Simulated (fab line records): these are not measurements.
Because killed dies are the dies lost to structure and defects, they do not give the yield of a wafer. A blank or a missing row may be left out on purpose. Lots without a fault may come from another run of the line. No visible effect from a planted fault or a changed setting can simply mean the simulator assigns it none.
Problem report, 8D (eight disciplines) form, completed by code || flow n5_finfet || the parts of the form that need people (team, actions taken, sign-off) are left out

== 1. WHAT WENT WRONG ==
IOFF_N at N5_BEOL_M4_RC_MEAS_101 reads a mean of 0.823 nA/um on 1 wafer of 1 lot; wafers without a fault read 0.157 nA/um with a standard deviation of 0.02. Relative to the usual mean, that is a shift of +33 standard deviations.
Seen first at day 11 11:13 on prober-02, wafer L303.1. The record holds 27 wafers of 9 lots with a number at this step. Rule for "out", or "out of limits": more than 4 standard deviations from the usual mean. All remaining wafers that have a number are taken as sound.

== 2. WHAT IT IS, WHAT IT ISN'T ==
{"question": "which readings at this step", "is": "IOFF_N, CJ_N, DIBL_N, IOFF_N_85C, IOFF_N_LIN, SS_N", "is not": "DIBL_P, IOFF_P, ION_P, SS_P, VT_N, VT_P"}
{"question": "which lots", "is": "L303", "is not": "L295, L296, L297, L298, L299, L310, L312, L316"}
{"question": "which wafers of those lots", "is": "L303.1", "is not": "L303.4, L303.5"}
{"question": "read on which gauges", "is": "prober-02", "is not": "prober-01"}
{"question": "when", "is": "from day 11 11:13", "is not": "up to then (17 sound wafers); but 9 sound wafers of L310, L312, L316 came after"}

== 3. THE SUSPECTS, EACH WITH WHAT RULES IT OUT ==
Counting: a tool at a process step up to the reading stays a suspect if it ran every lot that is out. Sound lots after the first of them don't rule it out here, since some wafers of a struck lot are sound.
- the gauge at N5_BEOL_M4_RC_MEAS_101: kept. All the wafers that are out were read on prober-02, and no step on other tools shows them out.
- rie_si-01 at N5_SD_EPI_N_SD_RECESS_17 (chemistry HBr/Cl2/O2, target depth 41 nm, time 23.7 s, bt time 3 s): kept. It processed L303, the lot that is out, at day 5 17:19, and its most recent sound lot before then was L299 at day 4 16:32.
- pecvd-02 at N5_BEOL_M4_DEP_57 (deposits SiCN from 3MS/NH3, target thk 8 nm, time 14 s): kept. It processed L303, the lot that is out, at day 11 11:06, and its most recent sound lot before then was L296 at day 9 23:31.
- At N5_SD_EPI_N_SD_RECESS_17 on rie_si-01, chamber 1 took the sound wafers of the same lots and chamber 0 took the wafers that are out.
- Within pecvd-02 at N5_BEOL_M4_DEP_57: the wafers that are out ran in chamber 2; their sound lot-mates ran in chambers 0, 1.
After the count, these remain: rie_si-01 at N5_SD_EPI_N_SD_RECESS_17, pecvd-02 at N5_BEOL_M4_DEP_57 and prober-02 at N5_BEOL_M4_RC_MEAS_101.

== 4. THE CAUSE (what the simulator had put in) ==
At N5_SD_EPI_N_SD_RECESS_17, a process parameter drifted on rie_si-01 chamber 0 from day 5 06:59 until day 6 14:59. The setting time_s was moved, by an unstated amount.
Counting left 3 suspects, and this tool is among them.

== 5. SEQUENCE OF EFFECTS, ordered by route ==
One row per reading whose mean, taken over the struck wafers that have a number, lies over 3 standard deviations from the usual. Only readings whose record carries a usual standard deviation are examined. hours: median over the lots of the time between each lot's start at the first step of this table that gives one and its start at this step. sigmas: the change, counted in usual standard deviations.
{"hours": 0, "step": "N5_BEOL_M4_RC_MEAS_101", "reading": "CJ_N", "usual": 4.35, "on struck wafers": 4.85, "change": "+0.50", "sigmas": "+8.2"}
{"hours": 0, "step": "N5_BEOL_M4_RC_MEAS_101", "reading": "DIBL_N", "usual": "36.3 mV/V", "on struck wafers": 46.1, "change": "+9.8", "sigmas": "+8.2"}
{"hours": 0, "step": "N5_BEOL_M4_RC_MEAS_101", "reading": "IOFF_N", "usual": "0.157 nA/um", "on struck wafers": 0.823, "change": "+0.666", "sigmas": "+33"}
{"hours": 0, "step": "N5_BEOL_M4_RC_MEAS_101", "reading": "IOFF_N_85C", "usual": "3.1 nA/um", "on struck wafers": 12.3, "change": "+9.2", "sigmas": "+28"}
{"hours": 0, "step": "N5_BEOL_M4_RC_MEAS_101", "reading": "IOFF_N_LIN", "usual": "0.073 nA/um", "on struck wafers": 0.109, "change": "+0.036", "sigmas": "+4.6"}
{"hours": 0, "step": "N5_BEOL_M4_RC_MEAS_101", "reading": "SS_N", "usual": "71.4 mV/dec", "on struck wafers": 82.6, "change": "+11.2", "sigmas": "+25"}
{"hours": 103, "step": "N5_PASSIVATION_PROBE_49", "reading": "sort_n_pass", "usual": 1075, "on struck wafers": 2, "change": -1073, "sigmas": -67}
{"hours": 103, "step": "N5_PASSIVATION_PROBE_49", "reading": "sort_yield_pct", "usual": "91.1 %", "on struck wafers": 0.2, "change": -90.9, "sigmas": -65}
It contains these process steps:
- N5_PASSIVATION_PROBE_49

== 6. WHAT WOULD HAVE CAUGHT IT SOONER ==
In this record the first reading out of limits at a measuring or inspecting step was taken at day 11 11:13, 148 hours after the fault began at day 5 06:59.
Of the tool readings at N5_SD_EPI_N_SD_RECESS_17 for which the record gives a usual standard deviation, none was out on any struck wafer, so an alarm limit of 4 standard deviations on them would not have fired.
By day 11 11:13 the whole set of lots that are out, 1 in number, had already begun N5_SD_EPI_N_SD_RECESS_17 on rie_si-01. None of them would have been spared by holding the tool at that moment.
